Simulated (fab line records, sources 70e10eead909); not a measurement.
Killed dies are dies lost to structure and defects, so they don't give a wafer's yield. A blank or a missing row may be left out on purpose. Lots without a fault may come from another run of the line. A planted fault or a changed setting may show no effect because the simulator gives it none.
One fault seen from 3 desks | flow nand_harc | each desk has only its own numbers; what lay behind them comes last

THE TOOL OWNER'S DESK: pecvd-01
The tool's own readings at NHARC_A_M1_DEP_00 (deposits SiOC, target thk 182.5 nm): means of the sampled wafers that have a number, for each lot that ran on this tool. A lot is out of limits, marked OUT, if its mean lies more than 4 standard deviations from the usual mean; the brackets give that distance.
Columns: A = chamber_pressure_Torr at NHARC_A_M1_DEP_00, usual 4.999 Torr; B = rf_fwd_power_W at NHARC_A_M1_DEP_00, usual 599.0 W
lot  | first seen here | A     | B
L272 | day 23 10:48    | 4.998 | 598.8
L275 | day 23 21:55    | 4.993 | 600.1
L273 | day 24 00:23    | 5.005 | 599.2
L276 | day 25 16:10    | 5.000 | 598.1
L277 | day 25 21:51    | 5.006 | 601.2
L294 | day 32 02:52    | 5.011 | 600.5
This desk's finding: nothing out of limits on any of the 6 lots.

THE DEFECT DESK
What the inspections along the route counted, lot by lot: means of the sampled wafers that have a number. A lot is out of limits, marked OUT, if its mean lies more than 4 standard deviations from the usual mean; the brackets give that distance.
Columns: A = raw_defect_count at NHARC_A_BLC_INSPECT_28, usual 527
lot  | first seen here | A
L271 | day 23 04:10    | 376
L272 | day 23 06:43    | 603
L275 | day 23 17:45    | 450
L273 | day 23 20:04    | 499
L274 | day 24 04:46    | 440
L276 | day 25 12:04    | 591
L277 | day 25 17:50    | 740
L278 | day 25 19:41    | 529
L279 | day 26 10:47    | 574
L280 | day 26 17:16    | 368
L291 | day 31 10:00    | 616
L293 | day 31 21:32    | 786
L292 | day 31 21:57    | 602
L294 | day 31 22:34    | 469
This desk's finding: nothing out of limits on any of the 14 lots.

THE METROLOGY DESK
What the gauges read, lot by lot, whatever tool the lot ran on: means of the sampled wafers that have a number. A lot is out of limits, marked OUT, if its mean lies more than 4 standard deviations from the usual mean; the brackets give that distance.
Columns: A = thk_nm at NHARC_A_M0_THK_MEAS_24, usual 113.9 nm
lot  | first seen here | A
L271 | day 23 07:37    | 114.2
L272 | day 23 09:59    | 114.7
L275 | day 23 21:12    | 113.9
L273 | day 23 23:31    | 114.4
L274 | day 24 08:02    | 114.4
L276 | day 25 15:23    | 112.9
L277 | day 25 21:07    | 113.7
L278 | day 25 23:13    | 112.5
L279 | day 26 14:13    | 115.0
L280 | day 26 20:40    | 113.8
L291 | day 31 13:18    | 112.4
L293 | day 32 00:58    | 113.7
L294 | day 32 02:04    | 113.7
L292 | day 32 02:23    | 113.0
This desk's finding: nothing out of limits on any of the 14 lots.

PUT TOGETHER
The tool owner's desk saw nothing out of limits.
The defect desk saw nothing out of limits.
The metrology desk saw nothing out of limits.

WHAT THE SIMULATOR HAD PUT IN
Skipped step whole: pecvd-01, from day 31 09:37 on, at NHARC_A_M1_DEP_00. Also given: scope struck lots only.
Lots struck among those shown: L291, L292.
